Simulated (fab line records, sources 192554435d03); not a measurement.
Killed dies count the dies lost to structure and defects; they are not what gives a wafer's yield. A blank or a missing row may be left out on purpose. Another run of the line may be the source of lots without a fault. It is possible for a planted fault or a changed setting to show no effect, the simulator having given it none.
Split-lot study + flow n5_finfet + on a route of 1938 steps: 7 lots, 21 wafers read

THE SPLIT ITSELF
At N5_BEOL_M6_ILD_DEP_00 (deposits SiCOH lowk from DEMS/porogen, target thk 179.75 nm, time 33.4 s), the setting time_s was moved away from the recipe's 33.4 s on 5 of the 21 wafers read, by -6.5% to +13.6%. The other wafers ran this setting at the recipe's value.

FROM SPLIT TO READING: 1 step shown by the file between the two
- N5_BEOL_M6_CURE_74: cures SiCOH lowk, time 240 s

THE READING
M6_ILD_THK in nanometres, read at N5_BEOL_M6_THK_MEAS_01. Typical for fault-free wafers on this fab line: 154.9 nm, with standard deviation 1.9 nm.

| wafer  | tool, chamber at the split | time_s as run, s | against the recipe | M6_ILD_THK, nm | against lot-mates on the recipe |
|--------|----------------------------|------------------|--------------------|----------------|---------------------------------|
| L075.2 | pecvd-04, 0                | 33.4             | recipe             | 152.4          | -                               |
| L075.3 | pecvd-04, 1                | 31.73            | -5.0%              | 144.8          | -7.6                            |
| L075.4 | pecvd-04, 1                | 31.73            | -5.0%              | 145.2          | -7.2                            |
| L078.1 | pecvd-03, 2,0              | 33.4             | recipe             | 153.8          | -                               |
| L078.3 | pecvd-03, 2,0              | 33.4             | recipe             | 153.8          | -                               |
| L078.6 | pecvd-03, 0                | 33.4             | recipe             | 156.9          | -                               |
| L077.1 | pecvd-03, 1                | 33.4             | recipe             | 151.8          | -                               |
| L077.3 | pecvd-03, 2                | 33.4             | recipe             | 153.9          | -                               |
| L077.4 | pecvd-03, 2                | 33.4             | recipe             | 154.7          | -                               |
| L084.2 | pecvd-03, 0                | 33.4             | recipe             | 153.9          | -                               |
| L084.4 | pecvd-03, 0                | 33.4             | recipe             | 155.9          | -                               |
| L084.6 | pecvd-03, 1                | 33.4             | recipe             | 155.5          | -                               |
| L087.1 | pecvd-04, 1                | 33.4             | recipe             | 151.8          | -                               |
| L087.5 | pecvd-04, 1                | 33.4             | recipe             | 154.1          | -                               |
| L087.6 | pecvd-04, 0                | 33.4             | recipe             | 155.3          | -                               |
| L088.2 | pecvd-03, 1                | 33.4             | recipe             | 152.3          | -                               |
| L088.3 | pecvd-03, 2                | 33.4             | recipe             | 153.7          | -                               |
| L088.6 | pecvd-03, 0                | 37.94            | +13.6%             | 176.9          | +23.9                           |
| L091.1 | pecvd-04, 0                | 31.23            | -6.5%              | 144.0          | -10.9                           |
| L091.4 | pecvd-04, 1                | 33.4             | recipe             | 154.9          | -                               |
| L091.6 | pecvd-04, 1                | 31.23            | -6.5%              | 147.4          | -7.5                            |
The file does not say which wafer passed through which chamber wherever a row lists several chambers: such a row stands for several wafers.

FIT RESULTS
A straight line over all 21 wafers: M6_ILD_THK changes by +1.6 nm for each +1% of time_s; r = +0.97; the points scatter about the line by 1.6 nm.
The same after taking each lot's own level away (the mean of its wafers on the recipe; 21 wafers): +1.63 nm for each +1%; r = +0.98; scatter 1.3 nm.
On that fit, the largest move of time_s shifts the reading by 22 nm.
From 152.40 to 155.10 nm: that is the span of the lots' own levels, equal to 1.4 times the standard deviation above.
Consequently the slope shifts little with the lot-to-lot level, the two slopes agreeing.
Check: with one of the wafers moved furthest among these (+13.6%) left out of the fit, the line predicts +19.6 nm for it against its lot-mates. Against them it came out at +23.9 nm.

THE OTHER SPLITS THESE WAFERS WENT THROUGH
These wafers also went through other splits before the reading. Each is held against what the fit with the lots' levels taken away leaves over:
| other split on the same wafers | wafers away from the commonest value | r with M6_ILD_THK (lot level and that fit taken away) |
|--------------------------------|--------------------------------------|-------------------------------------------------------|
| N5_BEOL_M5_COAT_74 spin_rpm    | 7                                    | -0.05                                                 |

THE WHOLE CHAIN: every reading that the file lists as answering this split, in the file's order
| step                   | what it does                                                             | reading                                                                                  | change (the file's fit)              | r (the file's) |
|------------------------|--------------------------------------------------------------------------|------------------------------------------------------------------------------------------|--------------------------------------|----------------|
| N5_BEOL_M6_ILD_DEP_00  | deposits SiCOH lowk from DEMS/porogen, target thk 179.75 nm, time 33.4 s | SiCOH_lowk_of_BEOL_M6_ILD_DEP_00.thk_nm (the simulator's own value, which no gauge read) | +1.94 nm for each +1% of the setting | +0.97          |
| N5_BEOL_M6_CURE_74     | cures SiCOH lowk, time 240 s                                             | SiCOH_lowk_of_BEOL_M6_ILD_DEP_00.thk_nm (the simulator's own value, which no gauge read) | +1.69 nm for each +1% of the setting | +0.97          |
| N5_BEOL_M6_THK_MEAS_01 |                                                                          | M6_ILD_THK                                                                               | +1.67 for each +1% of the setting    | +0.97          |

THE FILE'S OWN FIT
M6_ILD_THK changes by +1.67 nm for each +1% of time_s, r = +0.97.
